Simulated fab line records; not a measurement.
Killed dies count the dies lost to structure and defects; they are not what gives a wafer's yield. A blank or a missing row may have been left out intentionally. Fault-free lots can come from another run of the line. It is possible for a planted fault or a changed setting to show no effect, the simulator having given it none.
3 desks, one fault / flow n5_finfet / only its own numbers are on each desk; what lay behind them is given at the end

## METROLOGY DESK
Lot by lot, what the gauges showed, no matter which tool ran the lot: averages of those sampled wafers that carry a number. Marked OUT: a lot whose mean sits more than 4 standard deviations from the usual mean, which makes it out of limits; the brackets give that distance.
Columns: A = cd_nm at N5_PASSIVATION_CD_MEAS_44, usual 39997 nm; B = PASS_OPEN_OVL at N5_PASSIVATION_OVL_MEAS_66, usual -4 nm
lot=L257; first seen here=day 13 03:40; A=39999; B=-5
lot=L259; first seen here=day 14 03:22; A=39994; B=-3
lot=L264; first seen here=day 14 08:11; A=39995; B=-7
lot=L265; first seen here=day 14 10:42; A=40001; B=-0
lot=L267; first seen here=day 15 00:40; A=39998; B=-8
lot=L274; first seen here=day 17 21:47; A=40001; B=-8
lot=L277; first seen here=day 18 02:10; A=39995; B=-10
Result from this desk: across the 7 lots, nothing is out of limits.

## THE DEFECT DESK
Inspection counts along the route, by lot: the mean over sampled wafers that carry a number. Marked OUT: a lot whose mean sits more than 4 standard deviations from the usual mean, which makes it out of limits; the brackets give that distance.
Columns: A = raw_defect_count at N5_PASSIVATION_INSPECT_67, usual 2
lot=L257; first seen here=day 13 03:43; A=2
lot=L259; first seen here=day 14 03:26; A=3
lot=L264; first seen here=day 14 08:14; A=2
lot=L265; first seen here=day 14 10:46; A=4
lot=L267; first seen here=day 15 00:44; A=1
lot=L274; first seen here=day 17 21:50; A=3
lot=L277; first seen here=day 18 02:13; A=4
Result from this desk: across the 7 lots, nothing is out of limits.

## THE TOOL OWNER'S DESK: rie_diel-06
The tool's own readings at N5_PASSIVATION_PASS_ETCH_47 (etches SiNx in CF4/O2, target depth 770 nm, time 385 s): means of the sampled wafers that have a number, for each lot that ran on this tool. Marked OUT: a lot whose mean sits more than 4 standard deviations from the usual mean, which makes it out of limits; the brackets give that distance. It has 8 readings, of which 7 appear: the earliest out of limits, and the ones furthest out on some lot.
Columns: A = drypump_motor_current_A at N5_PASSIVATION_PASS_ETCH_47, usual 5.6 A; B = oes_f_703_au at N5_PASSIVATION_PASS_ETCH_47, usual 0.79 a.u.; C = oes_product_au at N5_PASSIVATION_PASS_ETCH_47, usual 0.79 a.u.; D = rf_vpp_V at N5_PASSIVATION_PASS_ETCH_47, usual 244 V; E = run_length_s at N5_PASSIVATION_PASS_ETCH_47, usual 408.4 s; F = showerhead_plenum_p_Torr at N5_PASSIVATION_PASS_ETCH_47, usual 2.20 Torr; G = throttle_valve_pct at N5_PASSIVATION_PASS_ETCH_47, usual 15.87 %
lot=L259; first seen here=day 14 03:30; A=5.9; B=0.77; C=0.77; D=240; E=380.8 (-57) OUT; F=2.24; G=16.03
lot=L265; first seen here=day 14 10:50; A=6.0; B=0.80; C=0.79; D=236; E=388.0 (-42) OUT; F=2.30; G=16.04
lot=L267; first seen here=day 15 00:57; A=5.9; B=0.79; C=0.78; D=236; E=387.8 (-43) OUT; F=2.30; G=16.04
lot=L277; first seen here=day 18 02:17; A=5.6; B=0.77; C=0.76; D=244; E=408.2; F=2.18; G=15.84
This desk's verdict: out of limits on L259, L265, L267, starting with L259 at day 14 03:30 (run_length_s at N5_PASSIVATION_PASS_ETCH_47). In limits: L277.

## TAKEN TOGETHER
An alarm could have come from the tool owner's desk at day 14 03:30, on L259, L265, L267.
The metrology desk saw nothing out of limits.
Nothing the defect desk looked at was out of limits.
The metrology desk has L259, L265, L267 on record, within its limits.
The defect desk has L259, L265, L267 on record, within its limits.
N5_PASSIVATION_PASS_ETCH_47 was run on rie_diel-06 by each of the lots named.

## WHAT THE SIMULATOR HAD PUT IN
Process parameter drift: rie_diel-06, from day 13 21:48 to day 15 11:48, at N5_PASSIVATION_PASS_ETCH_47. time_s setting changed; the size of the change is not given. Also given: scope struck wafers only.
Shown lots that were struck: L259, L265, L267.
Each desk's first reading out of limits, in hours after the fault started: the tool owner's desk, 6.
